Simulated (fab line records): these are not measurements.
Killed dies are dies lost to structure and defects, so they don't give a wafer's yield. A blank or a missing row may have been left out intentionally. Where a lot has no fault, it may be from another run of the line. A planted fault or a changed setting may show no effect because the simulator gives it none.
The tool behind it: which one? :: flow n5_finfet :: 24 lots, 72 wafers sampled, at 4 steps of a route of 1938

== WHAT THE GAUGES READ, wafer by wafer ==
N5_BEOL_M11_INSPECT_30: inspects for defects (brightfield).
lot: L074
measured: day 11 15:35
on: defect_inspect-02
raw_defect_count: 346 363 398

lot: L075
measured: day 12 01:26
on: defect_inspect-02
raw_defect_count: 424 638 418

lot: L077
measured: day 12 09:52
on: defect_inspect-01
raw_defect_count: 332 409 706

lot: L076
measured: day 13 00:29
on: defect_inspect-01
raw_defect_count: 336 412 291

lot: L078
measured: day 13 00:39
on: defect_inspect-02
raw_defect_count: 400 467 319

lot: L079
measured: day 13 07:23
on: defect_inspect-01
raw_defect_count: 458 455 388

lot: L080
measured: day 13 07:36
on: defect_inspect-01
raw_defect_count: 445 553 304

lot: L081
measured: day 13 17:35
on: defect_inspect-01
raw_defect_count: 388 502 397

lot: L082
measured: day 14 03:58
on: defect_inspect-01
raw_defect_count: 455 405 362

lot: L083
measured: day 14 04:08
on: defect_inspect-01
raw_defect_count: 442 381 440

lot: L084
measured: day 14 10:32
on: defect_inspect-01
raw_defect_count: 249 278 289

lot: L086
measured: day 14 10:22
on: defect_inspect-02
raw_defect_count: 346 362 312

lot: L085
measured: day 14 22:16
on: defect_inspect-02
raw_defect_count: 516 295 347

lot: L087
measured: day 15 01:32
on: defect_inspect-02
raw_defect_count: 312 434 413

lot: L088
measured: day 15 07:38
on: defect_inspect-02
raw_defect_count: 344 493 498

lot: L089
measured: day 15 07:48
on: defect_inspect-02
raw_defect_count: 464 538 490

lot: L090
measured: day 15 14:28
on: defect_inspect-01
raw_defect_count: 332 333 288

lot: L091
measured: day 16 08:04
on: defect_inspect-01
raw_defect_count: 370 442 441

lot: L092
measured: day 16 07:34
on: defect_inspect-01
raw_defect_count: 286 368 233

lot: L093
measured: day 16 10:46
on: defect_inspect-02
raw_defect_count: 333 390 358

lot: L094
measured: day 16 14:59
on: defect_inspect-01
raw_defect_count: 330 356 400

lot: L095
measured: day 16 21:44
on: defect_inspect-01
raw_defect_count: 292 266 303

lot: L096
measured: day 17 16:36
on: defect_inspect-02
raw_defect_count: 464 349 409

lot: L097
measured: day 17 22:32
on: defect_inspect-02
raw_defect_count: 319 321 309

== TOOL THAT RAN EACH LOT (tool first, then ch and the chambers of the sampled wafers, then the start) ==
lot: L074
N5_BEOL_M10_VIA_ETCH_34: rie_diel-03 ch 0,1, day 11 09:23
N5_BEOL_M11_PECVD_70: pecvd-02 ch 0,2, day 11 13:05
N5_BEOL_M11_HM_DEP_02: pvd_sputter-01, day 11 13:34

lot: L075
N5_BEOL_M10_VIA_ETCH_34: rie_diel-05 ch 0,1, day 11 16:23
N5_BEOL_M11_PECVD_70: pecvd-04 ch 1,2, day 11 20:41
N5_BEOL_M11_HM_DEP_02: pvd_sputter-01, day 11 22:27

lot: L077
N5_BEOL_M10_VIA_ETCH_34: rie_diel-02 ch 0,3, day 11 21:50
N5_BEOL_M11_PECVD_70: pecvd-03 ch 0,1,2, day 12 02:20
N5_BEOL_M11_HM_DEP_02: pvd_sputter-03, day 12 04:56

lot: L076
N5_BEOL_M10_VIA_ETCH_34: rie_diel-02 ch 0,1,3, day 12 13:01
N5_BEOL_M11_PECVD_70: pecvd-03 ch 0,1,2, day 12 18:49
N5_BEOL_M11_HM_DEP_02: pvd_sputter-02, day 12 21:43

lot: L078
N5_BEOL_M10_VIA_ETCH_34: rie_diel-05 ch 0,2,3, day 12 13:12
N5_BEOL_M11_PECVD_70: pecvd-04 ch 0,1,2, day 12 19:18
N5_BEOL_M11_HM_DEP_02: pvd_sputter-02, day 12 21:49

lot: L079
N5_BEOL_M10_VIA_ETCH_34: rie_diel-03 ch 0,2,3, day 12 21:17
N5_BEOL_M11_PECVD_70: pecvd-02 ch 1,2, day 13 03:01
N5_BEOL_M11_HM_DEP_02: pvd_sputter-03, day 13 03:49

lot: L080
N5_BEOL_M10_VIA_ETCH_34: rie_diel-05 ch 0,3, day 12 21:28
N5_BEOL_M11_PECVD_70: pecvd-04 ch 0,1,2, day 13 03:04
N5_BEOL_M11_HM_DEP_02: pvd_sputter-02, day 13 03:53

lot: L081
N5_BEOL_M10_VIA_ETCH_34: rie_diel-02 ch 0,1,2, day 13 07:31
N5_BEOL_M11_PECVD_70: pecvd-04 ch 1,2, day 13 11:23
N5_BEOL_M11_HM_DEP_02: pvd_sputter-03, day 13 13:44

lot: L082
N5_BEOL_M10_VIA_ETCH_34: rie_diel-02 ch 0,1,2, day 13 17:37
N5_BEOL_M11_PECVD_70: pecvd-04 ch 0,1, day 13 22:49
N5_BEOL_M11_HM_DEP_02: pvd_sputter-01, day 13 23:38

lot: L083
N5_BEOL_M10_VIA_ETCH_34: rie_diel-03 ch 0,2, day 13 19:23
N5_BEOL_M11_PECVD_70: pecvd-03 ch 0,2, day 13 23:52
N5_BEOL_M11_HM_DEP_02: pvd_sputter-02, day 14 00:55

lot: L084
N5_BEOL_M10_VIA_ETCH_34: rie_diel-03 ch 0,1, day 14 00:48
N5_BEOL_M11_PECVD_70: pecvd-02 ch 1,2, day 14 06:20
N5_BEOL_M11_HM_DEP_02: pvd_sputter-01, day 14 07:34

lot: L086
N5_BEOL_M10_VIA_ETCH_34: rie_diel-03 ch 0,1,2, day 14 04:11
N5_BEOL_M11_PECVD_70: pecvd-02 ch 0,1, day 14 07:26
N5_BEOL_M11_HM_DEP_02: pvd_sputter-02, day 14 08:20

lot: L085
N5_BEOL_M10_VIA_ETCH_34: rie_diel-02 ch 0,1, day 14 13:22
N5_BEOL_M11_PECVD_70: pecvd-03 ch 0,1,2, day 14 18:55
N5_BEOL_M11_HM_DEP_02: pvd_sputter-01, day 14 19:55

lot: L087
N5_BEOL_M10_VIA_ETCH_34: rie_diel-03 ch 0,1, day 14 16:45
N5_BEOL_M11_PECVD_70: pecvd-02 ch 0,2, day 14 21:29
N5_BEOL_M11_HM_DEP_02: pvd_sputter-01, day 14 22:50

lot: L088
N5_BEOL_M10_VIA_ETCH_34: rie_diel-02 ch 0,2,3, day 14 23:24
N5_BEOL_M11_PECVD_70: pecvd-03 ch 0,1,2, day 15 04:31
N5_BEOL_M11_HM_DEP_02: pvd_sputter-03, day 15 05:22

lot: L089
N5_BEOL_M10_VIA_ETCH_34: rie_diel-02 ch 0,2,3, day 15 00:28
N5_BEOL_M11_PECVD_70: pecvd-02 ch 0,1,2, day 15 04:32
N5_BEOL_M11_HM_DEP_02: pvd_sputter-01, day 15 05:23

lot: L090
N5_BEOL_M10_VIA_ETCH_34: rie_diel-03 ch 0,2,3, day 15 07:53
N5_BEOL_M11_PECVD_70: pecvd-03 ch 1,2, day 15 12:20
N5_BEOL_M11_HM_DEP_02: pvd_sputter-01, day 15 12:24

lot: L091
N5_BEOL_M10_VIA_ETCH_34: rie_diel-05 ch 1,2, day 15 20:32
N5_BEOL_M11_PECVD_70: pecvd-03 ch 0,1,2, day 16 01:14
N5_BEOL_M11_HM_DEP_02: pvd_sputter-03, day 16 03:19

lot: L092
N5_BEOL_M10_VIA_ETCH_34: rie_diel-03 ch 2,3, day 15 20:43
N5_BEOL_M11_PECVD_70: pecvd-04 ch 0,1,2, day 16 01:02
N5_BEOL_M11_HM_DEP_02: pvd_sputter-01, day 16 03:14

lot: L093
N5_BEOL_M10_VIA_ETCH_34: rie_diel-02 ch 0,1,2, day 16 02:16
N5_BEOL_M11_PECVD_70: pecvd-02 ch 1,2, day 16 06:46
N5_BEOL_M11_HM_DEP_02: pvd_sputter-02, day 16 08:30

lot: L094
N5_BEOL_M10_VIA_ETCH_34: rie_diel-02 ch 0,3, day 16 07:49
N5_BEOL_M11_PECVD_70: pecvd-02 ch 0,1,2, day 16 11:59
N5_BEOL_M11_HM_DEP_02: pvd_sputter-01, day 16 12:26

lot: L095
N5_BEOL_M10_VIA_ETCH_34: rie_diel-02 ch 0,1, day 16 15:29
N5_BEOL_M11_PECVD_70: pecvd-02 ch 0,2, day 16 18:40
N5_BEOL_M11_HM_DEP_02: pvd_sputter-01, day 16 19:22

lot: L096
N5_BEOL_M10_VIA_ETCH_34: rie_diel-03 ch 0,3, day 17 06:38
N5_BEOL_M11_PECVD_70: pecvd-02 ch 0,1,2, day 17 11:43
N5_BEOL_M11_HM_DEP_02: pvd_sputter-01, day 17 14:39

lot: L097
N5_BEOL_M10_VIA_ETCH_34: rie_diel-05 ch 0,1, day 17 15:07
N5_BEOL_M11_PECVD_70: pecvd-03 ch 0,2, day 17 18:43
N5_BEOL_M11_HM_DEP_02: pvd_sputter-03, day 17 20:12
- N5_BEOL_M10_VIA_ETCH_34: etches SiCOH lowk in C4F6/O2, target depth 184.5 nm, time 69.2 s.
- N5_BEOL_M11_PECVD_70: deposits SiO2 from TEOS/O2, target thk 20 nm, time 22.7 s.
- N5_BEOL_M11_HM_DEP_02: deposits TiN, target thk 20 nm.

== AS READ BY THE TOOLS THEMSELVES (means over the sampled wafers that have a number; for cases with no such wafer, the mark the record gives instead) ==
N5_BEOL_M10_VIA_ETCH_34.
lot: L074
tool: rie_diel-03
drypump_motor_current_A (A): 6.5
oes_product_au (a.u.): 0.82
rf_vpp_V (V): 674
showerhead_plenum_p_Torr (Torr): 2.91
throttle_valve_pct (%): 20.63

lot: L075
tool: rie_diel-05
drypump_motor_current_A (A): 5.4
oes_product_au (a.u.): 0.76
rf_vpp_V (V): 668
showerhead_plenum_p_Torr (Torr): 2.90
throttle_valve_pct (%): 20.96

lot: L077
tool: rie_diel-02
drypump_motor_current_A (A): 6.1
oes_product_au (a.u.): 0.74
rf_vpp_V (V): 679
showerhead_plenum_p_Torr (Torr): 2.96
throttle_valve_pct (%): 21.05

lot: L076
tool: rie_diel-02
drypump_motor_current_A (A): 5.7
oes_product_au (a.u.): 0.77
rf_vpp_V (V): 673
showerhead_plenum_p_Torr (Torr): 2.89
throttle_valve_pct (%): 20.98

lot: L078
tool: rie_diel-05
drypump_motor_current_A (A): 6.0
oes_product_au (a.u.): 0.79
rf_vpp_V (V): 670
showerhead_plenum_p_Torr (Torr): 2.93
throttle_valve_pct (%): 20.86

lot: L079
tool: rie_diel-03
drypump_motor_current_A (A): 6.1
oes_product_au (a.u.): 0.80
rf_vpp_V (V): 667
showerhead_plenum_p_Torr (Torr): 2.90
throttle_valve_pct (%): 20.91

lot: L080
tool: rie_diel-05
drypump_motor_current_A (A): 5.9
oes_product_au (a.u.): 0.71
rf_vpp_V (V): 671
showerhead_plenum_p_Torr (Torr): 2.94
throttle_valve_pct (%): 21.10

lot: L081
tool: rie_diel-02
drypump_motor_current_A (A): 5.7
oes_product_au (a.u.): 0.80
rf_vpp_V (V): 673
showerhead_plenum_p_Torr (Torr): 2.91
throttle_valve_pct (%): 20.92

lot: L082
tool: rie_diel-02
drypump_motor_current_A (A): 5.8
oes_product_au (a.u.): 0.79
rf_vpp_V (V): 672
showerhead_plenum_p_Torr (Torr): 2.91
throttle_valve_pct (%): 20.92

lot: L083
tool: rie_diel-03
drypump_motor_current_A (A): 6.2
oes_product_au (a.u.): 0.83
rf_vpp_V (V): 673
showerhead_plenum_p_Torr (Torr): 2.92
throttle_valve_pct (%): 20.82

lot: L084
tool: rie_diel-03
drypump_motor_current_A (A): 6.5
oes_product_au (a.u.): 0.80
rf_vpp_V (V): 675
showerhead_plenum_p_Torr (Torr): 2.90
throttle_valve_pct (%): 20.65

lot: L086
tool: rie_diel-03
drypump_motor_current_A (A): 6.3
oes_product_au (a.u.): 0.78
rf_vpp_V (V): 671
showerhead_plenum_p_Torr (Torr): 2.94
throttle_valve_pct (%): 20.80

lot: L085
tool: rie_diel-02
drypump_motor_current_A (A): 5.4
oes_product_au (a.u.): 0.78
rf_vpp_V (V): 667
showerhead_plenum_p_Torr (Torr): 2.82
throttle_valve_pct (%): 20.89

lot: L087
tool: rie_diel-03
drypump_motor_current_A (A): 6.5
oes_product_au (a.u.): 0.79
rf_vpp_V (V): 673
showerhead_plenum_p_Torr (Torr): 2.89
throttle_valve_pct (%): 20.66

lot: L088
tool: rie_diel-02
drypump_motor_current_A (A): 6.0
oes_product_au (a.u.): 0.77
rf_vpp_V (V): 677
showerhead_plenum_p_Torr (Torr): 2.97
throttle_valve_pct (%): 21.06

lot: L089
tool: rie_diel-02
drypump_motor_current_A (A): 6.0
oes_product_au (a.u.): 0.77
rf_vpp_V (V): 677
showerhead_plenum_p_Torr (Torr): 2.98
throttle_valve_pct (%): 21.05

lot: L090
tool: rie_diel-03
drypump_motor_current_A (A): 6.1
oes_product_au (a.u.): 0.78
rf_vpp_V (V): 666
showerhead_plenum_p_Torr (Torr): 2.89
throttle_valve_pct (%): 20.95

lot: L091
tool: rie_diel-05
drypump_motor_current_A (A): 5.6
oes_product_au (a.u.): 0.85
rf_vpp_V (V): 666
showerhead_plenum_p_Torr (Torr): 2.85
throttle_valve_pct (%): 20.54

lot: L092
tool: rie_diel-03
drypump_motor_current_A (A): 5.9
oes_product_au (a.u.): 0.76
rf_vpp_V (V): 663
showerhead_plenum_p_Torr (Torr): 2.92
throttle_valve_pct (%): 21.10

lot: L093
tool: rie_diel-02
drypump_motor_current_A (A): 5.8
oes_product_au (a.u.): 0.78
rf_vpp_V (V): 672
showerhead_plenum_p_Torr (Torr): 2.90
throttle_valve_pct (%): 20.96

lot: L094
tool: rie_diel-02
drypump_motor_current_A (A): 6.0
oes_product_au (a.u.): 0.71
rf_vpp_V (V): 678
showerhead_plenum_p_Torr (Torr): 2.94
throttle_valve_pct (%): 21.11

lot: L095
tool: rie_diel-02
drypump_motor_current_A (A): 5.8
oes_product_au (a.u.): 0.72
rf_vpp_V (V): 674
showerhead_plenum_p_Torr (Torr): 2.87
throttle_valve_pct (%): 21.00

lot: L096
tool: rie_diel-03
drypump_motor_current_A (A): 6.3
oes_product_au (a.u.): 0.77
rf_vpp_V (V): 669
showerhead_plenum_p_Torr (Torr): 2.85
throttle_valve_pct (%): 20.83

lot: L097
tool: rie_diel-05
drypump_motor_current_A (A): 5.2
oes_product_au (a.u.): 0.76
rf_vpp_V (V): 664
showerhead_plenum_p_Torr (Torr): 2.82
throttle_valve_pct (%): 20.91

N5_BEOL_M11_PECVD_70.
lot: L074
tool: pecvd-02
heater_power_w (W): 672
showerhead_plenum_p_Torr (Torr): 8.77
throttle_valve_pct (%): 21.5

lot: L075
tool: pecvd-04
heater_power_w (W): 608
showerhead_plenum_p_Torr (Torr): 8.70
throttle_valve_pct (%): 22.2

lot: L077
tool: pecvd-03
heater_power_w (W): 764
showerhead_plenum_p_Torr (Torr): 8.77
throttle_valve_pct (%): 22.7

lot: L076
tool: pecvd-03
heater_power_w (W): 721
showerhead_plenum_p_Torr (Torr): 8.77
throttle_valve_pct (%): 22.8

lot: L078
tool: pecvd-04
heater_power_w (W): 620
showerhead_plenum_p_Torr (Torr): 8.73
throttle_valve_pct (%): 22.3

lot: L079
tool: pecvd-02
heater_power_w (W): 699
showerhead_plenum_p_Torr (Torr): 8.80
throttle_valve_pct (%): 21.7

lot: L080
tool: pecvd-04
heater_power_w (W): 682
showerhead_plenum_p_Torr (Torr): 8.72
throttle_valve_pct (%): 22.5

lot: L081
tool: pecvd-04
heater_power_w (W): 605
showerhead_plenum_p_Torr (Torr): 8.70
throttle_valve_pct (%): 22.6

lot: L082
tool: pecvd-04
heater_power_w (W): 732
showerhead_plenum_p_Torr (Torr): 8.75
throttle_valve_pct (%): 22.5

lot: L083
tool: pecvd-03
heater_power_w (W): 721
showerhead_plenum_p_Torr (Torr): 8.81
throttle_valve_pct (%): 22.9

lot: L084
tool: pecvd-02
heater_power_w (W): 707
showerhead_plenum_p_Torr (Torr): 8.80
throttle_valve_pct (%): 21.6

lot: L086
tool: pecvd-02
heater_power_w (W): 807
showerhead_plenum_p_Torr (Torr): 8.79
throttle_valve_pct (%): 22.0

lot: L085
tool: pecvd-03
heater_power_w (W): 771
showerhead_plenum_p_Torr (Torr): 8.77
throttle_valve_pct (%): 22.8

lot: L087
tool: pecvd-02
heater_power_w (W): 603
showerhead_plenum_p_Torr (Torr): 8.77
throttle_valve_pct (%): 22.2

lot: L088
tool: pecvd-03
heater_power_w (W): 733
showerhead_plenum_p_Torr (Torr): 8.76
throttle_valve_pct (%): 22.7

lot: L089
tool: pecvd-02
heater_power_w (W): 690
showerhead_plenum_p_Torr (Torr): 8.79
throttle_valve_pct (%): 21.7

lot: L090
tool: pecvd-03
heater_power_w (W): 715
showerhead_plenum_p_Torr (Torr): 8.75
throttle_valve_pct (%): 22.6

lot: L091
tool: pecvd-03
heater_power_w (W): 665
showerhead_plenum_p_Torr (Torr): 8.78
throttle_valve_pct (%): 22.8

lot: L092
tool: pecvd-04
heater_power_w (W): 663
showerhead_plenum_p_Torr (Torr): 8.73
throttle_valve_pct (%): 22.4

lot: L093
tool: pecvd-02
heater_power_w (W): 678
showerhead_plenum_p_Torr (Torr): 8.81
throttle_valve_pct (%): 21.6

lot: L094
tool: pecvd-02
heater_power_w (W): 723
showerhead_plenum_p_Torr (Torr): 8.78
throttle_valve_pct (%): 21.9

lot: L095
tool: pecvd-02
heater_power_w (W): 669
showerhead_plenum_p_Torr (Torr): 8.77
throttle_valve_pct (%): 21.9

lot: L096
tool: pecvd-02
heater_power_w (W): 684
showerhead_plenum_p_Torr (Torr): 8.78
throttle_valve_pct (%): 22.0

lot: L097
tool: pecvd-03
heater_power_w (W): 672
showerhead_plenum_p_Torr (Torr): 8.81
throttle_valve_pct (%): 22.7

N5_BEOL_M11_HM_DEP_02.
lot: L074
tool: pvd_sputter-01
substrate_temp_c (C): 25.03
throttle_valve_pct (%): 30.2

lot: L075
tool: pvd_sputter-01
substrate_temp_c (C): 25.05
throttle_valve_pct (%): 30.8

lot: L077
tool: pvd_sputter-03
substrate_temp_c (C): 24.95
throttle_valve_pct (%): 29.6

lot: L076
tool: pvd_sputter-02
substrate_temp_c (C): 25.07
throttle_valve_pct (%): 29.1

lot: L078
tool: pvd_sputter-02
substrate_temp_c (C): 24.90
throttle_valve_pct (%): 29.8

lot: L079
tool: pvd_sputter-03
substrate_temp_c (C): 25.01
throttle_valve_pct (%): 31.2

lot: L080
tool: pvd_sputter-02
substrate_temp_c (C): 24.92
throttle_valve_pct (%): 30.1

lot: L081
tool: pvd_sputter-03
substrate_temp_c (C): 25.12
throttle_valve_pct (%): 30.5

lot: L082
tool: pvd_sputter-01
substrate_temp_c (C): 24.99
throttle_valve_pct (%): 30.6

lot: L083
tool: pvd_sputter-02
substrate_temp_c (C): 25.13
throttle_valve_pct (%): 29.4

lot: L084
tool: pvd_sputter-01
substrate_temp_c (C): 25.01
throttle_valve_pct (%): 30.6

lot: L086
tool: pvd_sputter-02
substrate_temp_c (C): 25.09
throttle_valve_pct (%): 29.7

lot: L085
tool: pvd_sputter-01
substrate_temp_c (C): 25.12
throttle_valve_pct (%): 30.6

lot: L087
tool: pvd_sputter-01
substrate_temp_c (C): 24.92
throttle_valve_pct (%): 30.5

lot: L088
tool: pvd_sputter-03
substrate_temp_c (C): 24.97
throttle_valve_pct (%): 29.6

lot: L089
tool: pvd_sputter-01
substrate_temp_c (C): 24.93
throttle_valve_pct (%): 30.7

lot: L090
tool: pvd_sputter-01
substrate_temp_c (C): 25.01
throttle_valve_pct (%): 30.4

lot: L091
tool: pvd_sputter-03
substrate_temp_c (C): 25.06
throttle_valve_pct (%): 31.1

lot: L092
tool: pvd_sputter-01
substrate_temp_c (C): 24.97
throttle_valve_pct (%): 30.4

lot: L093
tool: pvd_sputter-02
substrate_temp_c (C): 25.06
throttle_valve_pct (%): 29.8

lot: L094
tool: pvd_sputter-01
substrate_temp_c (C): 24.93
throttle_valve_pct (%): 30.4

lot: L095
tool: pvd_sputter-01
substrate_temp_c (C): 25.05
throttle_valve_pct (%): 30.4

lot: L096
tool: pvd_sputter-01
substrate_temp_c (C): 25.00
throttle_valve_pct (%): 30.7

lot: L097
tool: pvd_sputter-03
substrate_temp_c (C): 24.88
throttle_valve_pct (%): 30.2

== THE ANSWER, worked out from the rows above alone ==
Rule: usual is defined by the lots themselves. The widest of any qualifying gaps counts: lots, ordered by their means at a reading, are off when they make up no more than a third of the lots, leave a main group of 4 or more, and stand apart from it by 3 or more times the standard deviation of that group's means. The tables above print the reading to a certain number of digits; a main group whose means all agree to those digits is not used. A lot without any number at a reading at which 4 lots or more have one is off too. Any other lot the step has rows for is counted as sound. The gauges are gone through in route order, then the tools' own readings, and for those a lot's mean is taken as printed above. At the first step where some lot is off, the reading lying furthest off is the one used; lots without a number count as furthest.
Nothing can be told from this: no lot is off at any reading shown.

== WHAT THE SIMULATOR HAD PUT IN ==
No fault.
